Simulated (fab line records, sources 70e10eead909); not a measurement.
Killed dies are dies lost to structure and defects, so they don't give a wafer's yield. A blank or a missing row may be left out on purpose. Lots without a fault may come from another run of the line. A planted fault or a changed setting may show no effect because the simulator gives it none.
Which tool did it? | flow nand_harc | 12 lots, 36 wafers sampled, at 6 steps of a route of 1302

WHAT THE GAUGES READ, wafer by wafer
NHARC_P_GATE_CD_MEAS_59: target cd 720 nm. Usual: cd_nm 720.0 nm, standard deviation 1.
lot  | measured     | on        | cd_nm (nm)        | flag
L327 | day 5 12:35  | cd_sem-03 | 721.5 721.1 719.0 |
L329 | day 6 08:40  | cd_sem-03 | 722.2 719.4 721.3 |
L332 | day 7 17:40  | cd_sem-02 | 719.7 719.0 719.4 |
L334 | day 8 19:50  | cd_sem-01 | 711.4 711.3 711.0 | OFF
L335 | day 9 03:30  | cd_sem-01 | 719.1 721.5 717.0 |
L338 | day 10 07:19 | cd_sem-02 | 720.4 717.9 720.7 |
L339 | day 10 20:58 | cd_sem-01 | 723.6 720.8 720.4 |
L344 | day 12 12:57 | cd_sem-02 | 719.2 718.8 719.8 |
L345 | day 13 02:05 | cd_sem-03 | 720.0 719.6 720.6 |
L346 | day 13 19:35 | cd_sem-02 | 720.8 720.2 720.6 |
L347 | day 13 20:34 | cd_sem-03 | 720.5 719.4 719.2 |
L350 | day 15 03:50 | cd_sem-03 | 720.5 721.0 721.0 |

NHARC_END_SORT_01. Usual: killed_at_array 55, standard deviation 17; killed_at_other 1.1, standard deviation 1.4; killed_at_periphery 3.9, standard deviation 3; killed_dies 59, standard deviation 17; killed_open 3.5, standard deviation 2; killed_short 2.6, standard deviation 1.6.
lot  | measured     | on        | killed_at_array | killed_at_other | killed_at_periphery | killed_dies | killed_open | killed_short | flag
L334 | day 27 11:55 | prober-01 | 83 89 83        | 0 0 0           | 3 3 7               | 86 92 90    | 0 5 3       | 4 1 1        |
L338 | day 28 20:35 | prober-02 | 49 56 60        | 0 1 1           | 4 3 4               | 53 60 65    | 1 4 1       | 1 4 3        |
L339 | day 29 11:46 | prober-02 | 66 65 71        | 1 1 2           | 3 6 3               | 70 72 76    | 2 6 5       | 4 4 4        |
L346 | day 32 20:22 | prober-01 | 61 76 82        | 0 0 0           | 7 1 5               | 68 77 87    | 2 2 4       | 2 0 2        |

WHICH TOOL RAN EACH LOT (tool, then ch and the chambers of the sampled wafers, then the start)
lot  | NHARC_P_GATE_ETCH_32             | NHARC_P_GATE_STRIP_111               | NHARC_P_GATE_EXPOSE_56            | NHARC_P_GATE_STRIP_76
L327 | rie_si-04 ch 0,1,3, day 4 23:25  | plasma_asher-01 ch 0,1, day 5 11:24  | krf_scanner-01 ch 0, day 5 12:26  | plasma_asher-02 ch 0,1, day 5 13:23
L329 | rie_si-06 ch 0,2, day 5 19:36    | plasma_asher-01 ch 0,1, day 6 07:29  | krf_scanner-01 ch 0, day 6 08:31  | plasma_asher-02 ch 0,1, day 6 09:28
L332 | rie_si-02 ch 0,1, day 7 04:24    | plasma_asher-02 ch 0,1, day 7 16:29  | krf_scanner-01 ch 0, day 7 17:31  | plasma_asher-02 ch 1, day 7 18:28
L334 | rie_si-04 ch 1,2,3, day 8 06:47  | plasma_asher-02 ch 0,1, day 8 18:36  | krf_scanner-01 ch 0, day 8 19:41  | plasma_asher-02 ch 0,1, day 8 20:37
L335 | rie_si-04 ch 1,2,3, day 8 14:29  | plasma_asher-02 ch 0,1, day 9 02:28  | krf_scanner-01 ch 0, day 9 03:21  | plasma_asher-01 ch 0, day 9 04:18
L338 | rie_si-06 ch 0,2,3, day 9 18:11  | plasma_asher-02 ch 0,1, day 10 06:08 | krf_scanner-03 ch 0, day 10 07:09 | plasma_asher-02 ch 0,1, day 10 08:06
L339 | rie_si-02 ch 0,2,3, day 10 08:01 | plasma_asher-02 ch 0,1, day 10 19:50 | krf_scanner-01 ch 0, day 10 20:49 | plasma_asher-02 ch 0,1, day 10 21:52
L344 | rie_si-04 ch 1,3, day 11 23:49   | plasma_asher-01 ch 1, day 12 11:46   | krf_scanner-03 ch 0, day 12 12:48 | plasma_asher-02 ch 1, day 12 13:44
L345 | rie_si-06 ch 0,1,3, day 12 10:52 | plasma_asher-02 ch 0,1, day 13 00:52 | krf_scanner-02 ch 0, day 13 01:56 | plasma_asher-01 ch 0,1, day 13 02:52
L346 | rie_si-02 ch 0,1,2, day 13 04:34 | plasma_asher-02 ch 0,1, day 13 18:29 | krf_scanner-02 ch 0, day 13 19:26 | plasma_asher-02 ch 0,1, day 13 20:22
L347 | rie_si-04 ch 0,1,2, day 13 07:28 | plasma_asher-01 ch 0,1, day 13 19:21 | krf_scanner-01 ch 0, day 13 20:25 | plasma_asher-02 ch 0,1, day 13 21:22
L350 | rie_si-02 ch 1,2,3, day 14 14:32 | plasma_asher-02 ch 0,1, day 15 02:40 | krf_scanner-03 ch 0, day 15 03:40 | plasma_asher-02 ch 0,1, day 15 04:37
- NHARC_P_GATE_ETCH_32: etches the open film in HBr/Cl2, target depth 150 nm, time 100.1 s.
- NHARC_P_GATE_STRIP_111: strips in N2/H2, time 250 s.
- NHARC_P_GATE_EXPOSE_56: exposes mask P PSD, target cd 720 nm.
- NHARC_P_GATE_STRIP_76: strips in O2.

WHAT THE TOOLS THEMSELVES READ (means of the sampled wafers that have a number; where no wafer has one, the mark that the record gives instead)
NHARC_P_GATE_ETCH_32. Usual: chamber_pressure_mTorr 15.000 mTorr, standard deviation 0.014; drypump_motor_current_A 5.8 A, standard deviation 0.46; he_backside_leak_sccm 2.56 sccm, standard deviation 0.3; oes_product_au 0.999 a.u., standard deviation 0.0069; throttle_valve_pct 26.406 %, standard deviation 0.0089.
lot  | tool      | chamber_pressure_mTorr (mTorr) | drypump_motor_current_A (A) | he_backside_leak_sccm (sccm) | oes_product_au (a.u.) | throttle_valve_pct (%) | flag
L327 | rie_si-04 | 15.000                         | 6.1                         | 2.63                         | 1.003                 | 26.411                 |
L329 | rie_si-06 | 14.998                         | 5.5                         | 2.63                         | 1.003                 | 26.404                 |
L332 | rie_si-02 | 15.008                         | 5.7                         | 3.21                         | 0.993                 | 26.401                 |
L334 | rie_si-04 | 14.990                         | 5.9                         | 2.58                         | 1.008                 | 26.410                 |
L335 | rie_si-04 | 15.003                         | 5.9                         | 2.64                         | 1.003                 | 26.412                 |
L338 | rie_si-06 | 15.002                         | 5.3                         | 2.58                         | 0.998                 | 26.400                 |
L339 | rie_si-02 | 15.015                         | 5.8                         | 2.61                         | 1.002                 | 26.413                 |
L344 | rie_si-04 | 15.016                         | 5.7                         | 2.83                         | 0.998                 | 26.400                 |
L345 | rie_si-06 | 15.004                         | 5.7                         | 2.59                         | 1.007                 | 26.411                 |
L346 | rie_si-02 | 14.999                         | 5.8                         | 2.52                         | 0.995                 | 26.405                 |
L347 | rie_si-04 | 14.984                         | 6.2                         | 2.48                         | 1.001                 | 26.407                 |
L350 | rie_si-02 | 14.996                         | 5.8                         | 2.39                         | 0.994                 | 26.403                 |

NHARC_P_GATE_STRIP_111. Usual: drypump_motor_current_A 5.3 A, standard deviation 0.39; heater_power_w 88 W, standard deviation 6.5.
lot  | tool            | drypump_motor_current_A (A) | heater_power_w (W) | flag
L327 | plasma_asher-01 | 5.3                         | 83                 |
L329 | plasma_asher-01 | 4.9                         | 86                 |
L332 | plasma_asher-02 | 5.4                         | 95                 |
L334 | plasma_asher-02 | 5.4                         | 89                 |
L335 | plasma_asher-02 | 5.4                         | 94                 |
L338 | plasma_asher-02 | 5.4                         | 89                 |
L339 | plasma_asher-02 | 5.4                         | 88                 |
L344 | plasma_asher-01 | 4.6                         | 83                 |
L345 | plasma_asher-02 | 5.4                         | 94                 |
L346 | plasma_asher-02 | 5.4                         | 96                 |
L347 | plasma_asher-01 | 5.3                         | 83                 |
L350 | plasma_asher-02 | 5.4                         | 94                 |

NHARC_P_GATE_EXPOSE_56. Usual: reticle_temp_C 22.98 C, standard deviation 0.1.
lot  | tool           | reticle_temp_C (C) | flag
L327 | krf_scanner-01 | 22.91              |
L329 | krf_scanner-01 | 22.93              |
L332 | krf_scanner-01 | 23.01              |
L334 | krf_scanner-01 | 23.07              |
L335 | krf_scanner-01 | 22.80              |
L338 | krf_scanner-03 | 22.95              |
L339 | krf_scanner-01 | 23.07              |
L344 | krf_scanner-03 | 23.21              |
L345 | krf_scanner-02 | 22.98              |
L346 | krf_scanner-02 | 22.89              |
L347 | krf_scanner-01 | 23.03              |
L350 | krf_scanner-03 | 23.01              |

NHARC_P_GATE_STRIP_76. Usual: drypump_motor_current_A 5.3 A, standard deviation 0.34; heater_power_w 334 W, standard deviation 24.
lot  | tool            | drypump_motor_current_A (A) | heater_power_w (W) | flag
L327 | plasma_asher-02 | 5.4                         | 352                |
L329 | plasma_asher-02 | 5.4                         | 338                |
L332 | plasma_asher-02 | 5.4                         | 366                |
L334 | plasma_asher-02 | 5.4                         | 331                |
L335 | plasma_asher-01 | 5.7                         | 313                |
L338 | plasma_asher-02 | 5.4                         | 349                |
L339 | plasma_asher-02 | 5.4                         | 356                |
L344 | plasma_asher-02 | 5.4                         | 371                |
L345 | plasma_asher-01 | 5.0                         | 314                |
L346 | plasma_asher-02 | 5.4                         | 354                |
L347 | plasma_asher-02 | 5.3                         | 348                |
L350 | plasma_asher-02 | 5.4                         | 346                |

THE ANSWER, worked out from the rows above alone
Rule: a lot is off if the mean of its wafers that have a number lies more than 3 standard deviations from the usual mean. A lot without any number at a reading at which 4 lots or more have one is off too. The other lots that the step has rows for count as sound. The gauges are gone through in route order, then the tools' own readings, and for those a lot's mean is taken as printed above. The first step at which some lot is off is used, and at that step the reading that is off furthest; a lot without a number counts as furthest.
Off: L334, at NHARC_P_GATE_CD_MEAS_59 (cd_nm).
A tool fits if, at a process step before that reading, it ran every lot that is off, and no sound lot after the first of them. The gauges at NHARC_P_GATE_CD_MEAS_59 are tried like those tools. None of those tried fits.

WHAT THE SIMULATOR HAD PUT IN
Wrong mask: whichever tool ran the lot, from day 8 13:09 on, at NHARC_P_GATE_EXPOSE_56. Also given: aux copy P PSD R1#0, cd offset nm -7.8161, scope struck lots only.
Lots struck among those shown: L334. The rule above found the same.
